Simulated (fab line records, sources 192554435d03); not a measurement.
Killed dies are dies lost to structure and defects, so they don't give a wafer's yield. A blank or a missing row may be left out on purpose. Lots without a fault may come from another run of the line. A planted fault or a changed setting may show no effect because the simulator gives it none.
A struck lot beside a sound one | flow n5_finfet | 40 steps out of a route of 1938
Sound: wafers L127.1, L127.2, L127.4. Struck: wafer L123.6. (L123.4 of the same lot was not struck and is left out.) The cause comes at the end.
At each step with rows: each side's tool, then ch and its chambers, then its first start. Under that, the readings that differ: sound wafers | struck wafers | difference of the means | sigmas: that difference in standard deviations of wafers without a fault.
alike: readings whose means differ by less than 2 such deviations, and words and numbers that are the same on both sides. not compared: withheld readings, readings that some wafer has no value for, bounds like >300 that may hide the same value, and numbers for which the record gives no deviation and whose values overlap.
The two part at a step that has a row with sigmas, a row that says differs or no value, or rows on one side only. Numbers that don't overlap but have no deviation are shown without sigmas and don't part them. A reading that every wafer of one side lacks parts them only if that side has two wafers or more.

first, 12 steps without rows for these wafers: N5_MOL_CONTACT_COAG_PRECLEAN_111 (cleans in NF3:NH3, afs cycles 1, time 20 s, sublimation time 60 s); N5_MOL_CONTACT_COAG_TI_SIL_19 (material Ti, target thk 4.2 nm, time 15 s); N5_MOL_CONTACT_COAG_ALD_20 (deposits TiN, target thk 1.5 nm, pulse time 1 s, purge time 3 s); N5_MOL_CONTACT_COAG_SIL_ANNEAL_21 (time 60 s); N5_MOL_CONTACT_COAG_PRE_CLEAN_141 (time 60 s); N5_MOL_CONTACT_COAG_SPUTTER_143 (material Co, target thk 2.5 nm); N5_MOL_CONTACT_COAG_CO_FILL_22 (material Co, precursor CCTBA/H2, target thk 20 nm); N5_MOL_CONTACT_COAG_ANNEAL_113 (time 300 s); N5_MOL_CONTACT_COAG_PRE_CLEAN_142 (time 60 s); N5_MOL_CONTACT_COAG_SPUTTER_130 (material Co, target thk 47.5 nm); N5_MOL_CONTACT_COAG_PRECLEAN_125 (cleans in DIW, time 57.5 s); N5_MOL_CONTACT_COAG_SRD_126 (dry time 32 s).
N5_MOL_CONTACT_COAG_CMP_23: polishes, stops on SiO2, t overpolish 1.5 s, target thk 0 nm.
  sound on cmp-04 ch 1,2,3, day 9 16:31; struck on cmp-01 ch 3, day 8 16:24
  reading                                       | sound             | struck | difference | sigmas
  slurry_flow_ml_min                            | 149.9 150.5 150.0 | 151.5  | +1.4       | +3
  time_to_endpoint_s (s)                        | 7.9 8.3 6.5       | 19.2   | +11.6      | +6
  model.SiNx_of_GATE_CUT_SAC_CAP_01.thk_nm (nm) | 18.2 18.2 18.2    | 19.2   | +1.0       |
  alike: head_pressure_psi, motor_current_A, overpolish_run_s, slurry_filter_dp_kPa
then, 3 steps without rows for these wafers: N5_MOL_CONTACT_COAG_WET_ETCH_26 (target Co, target depth 13 nm); N5_MOL_CONTACT_COAG_WET_ETCH_116 (etches the open film in SC1-inhibited, target depth 4.6 nm, rinse time 30 s); N5_MOL_CONTACT_COAG_ALD_27 (deposits SiOC, target thk 17 nm, pulse time 1.5 s, time 2720 s).
N5_MOL_CONTACT_COAG_CMP_28: polishes, stops on SiNx, t overpolish 0.85 s, target thk 14.522 nm.
  sound on cmp-01 ch 1,2,3, day 9 18:54; struck on cmp-01 ch 1, day 8 18:49
  reading                                       | sound             | struck | difference | sigmas
  slurry_filter_dp_kPa (kPa)                    | 13.70 13.50 13.45 | 13.23  | -0.32      | -2
  slurry_flow_ml_min                            | 149.0 150.2 150.9 | 151.0  | +1.0       | +2
  model.SiNx_of_GATE_CUT_SAC_CAP_01.thk_nm (nm) | 18 17.8 17.8      | 18.8   | +0.9       |
  alike: head_pressure_psi, motor_current_A
N5_MOL_CONTACT_COAG_THK_MEAS_29:
  sound on film_metro-01, day 9 19:11; struck on film_metro-01, day 8 19:01
  reading         | sound             | struck | difference | sigmas
  MD_CAP_THK (nm) | 17.88 17.86 17.89 | 18.89  | +1.01      | +14
then, 19 steps without rows for these wafers: N5_MOL_CONTACT_COAG_ALD_123 (deposits SiNx, target thk 5 nm, pulse time 1 s, purge time 2 s); N5_MOL_CONTACT_COAG_PECVD_31 (deposits SiO2 from TEOS/O2, target thk 46 nm, time 8.9 s); N5_MOL_CONTACT_COAG_COAT_75 (time 60 s, resist thk 60 nm); N5_MOL_CONTACT_COAG_COAT_76 (time 60 s, resist thk 10 nm); N5_MOL_CONTACT_COAG_COAT_77 (time 60 s, resist thk 10 nm); N5_MOL_CONTACT_COAG_COAT_78 (resist thk 40 nm); N5_MOL_CONTACT_COAG_EBR_80; N5_MOL_CONTACT_COAG_SOFTBAKE_79 (time 60 s); N5_MOL_CONTACT_COAG_EXPOSE_81 (exposes mask VG, defocus 0 nm); N5_MOL_CONTACT_COAG_PEB_82 (peb time 60 s); N5_MOL_CONTACT_COAG_DEVELOP_83 (develop time 30 s); N5_MOL_CONTACT_COAG_DESCUM_88 (chemistry O2, time 7 s); N5_MOL_CONTACT_COAG_ETCH_89 (etches underlayer in N2/H2, target depth 13 nm, time 10.4 s); N5_MOL_CONTACT_COAG_ETCH_90 (etches SiARC in CF4, target depth 13 nm, time 21.7 s); N5_MOL_CONTACT_COAG_ALD_131 (deposits SiO2, target thk 5 nm, pulse time 1 s, co reactant pulse time 1 s); N5_MOL_CONTACT_COAG_ETCHBACK_132 (etches SiO2 in CHF3, target depth 10 nm, time 6.7 s); N5_MOL_CONTACT_COAG_ETCH_91 (etches SOC in N2/H2, target depth 60 nm, overetch 21 nm, time 101.2 s); N5_MOL_CONTACT_COAG_STRIP_92 (strips in N2/H2); N5_MOL_CONTACT_COAG_STRIP_93 (strips in N2/H2).
N5_MOL_CONTACT_COAG_ETCH_47: etches SiNx in CH3F/O2, stops on W, target depth 27 nm.
  sound on rie_diel-02 ch 0,1,3, day 9 21:08; struck on rie_diel-02 ch 2, day 8 23:37
  reading                                      | sound             | struck | difference | sigmas
  drypump_motor_current_A (A)                  | 5.9 5.3 5.5       | 6.4    | +0.8       | +2
  etch_rf_on_time_s (s)                        | 32.2 30.8 31.5    | 32.9   | +1.4       | +3
  throttle_valve_pct (%)                       | 16.19 16.06 16.31 | 16.54  | +0.35      | +2
  model.etch.t_clear_s (s)                     | 26.83 25.68 26.26 | 27.39  | +1.13      |
  model.MOL_CONTACT_COAG.feature_depth_nm (nm) | 18.4 18.4 18.4    | 19.6   | +1.2       |
  model.etch.depth_nm (nm)                     | 17.92 17.83 17.88 | 18.88  | +1.00      |
  alike: oes_ar_750_au, oes_product_au, rf_vpp_V, showerhead_plenum_p_Torr
  not compared: rf_hours_counter_h
-- the record jumps here: 4 days lie between the struck wafers' starts before and after (it left off in module MOL_CONTACT_COAG and takes up again in module BEOL_M4, whose first step shown is number 1111 of the route) --
N5_BEOL_M4_RC_MEAS_101:
  sound on prober-01 ch 0, day 13 17:16; struck on prober-02 ch 0, day 12 14:34
  alike: DIBL_N, DIBL_P, IOFF_N, IOFF_P, ION_N, ION_P, SS_N, SS_P, VT_N, VT_P
then, 1 step without rows for these wafers: N5_PASSIVATION_PROBE_49.

WHERE THEY PART
First at N5_MOL_CONTACT_COAG_CMP_23; last, within this record, at N5_MOL_CONTACT_COAG_ETCH_47. Later steps at which nothing parts them and some readings are alike: N5_BEOL_M4_RC_MEAS_101.

WHY: what the simulator had put in
Process parameter drift: cmp-01, from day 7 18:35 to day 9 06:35, at N5_MOL_CONTACT_COAG_CMP_23. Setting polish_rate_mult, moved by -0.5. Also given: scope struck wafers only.
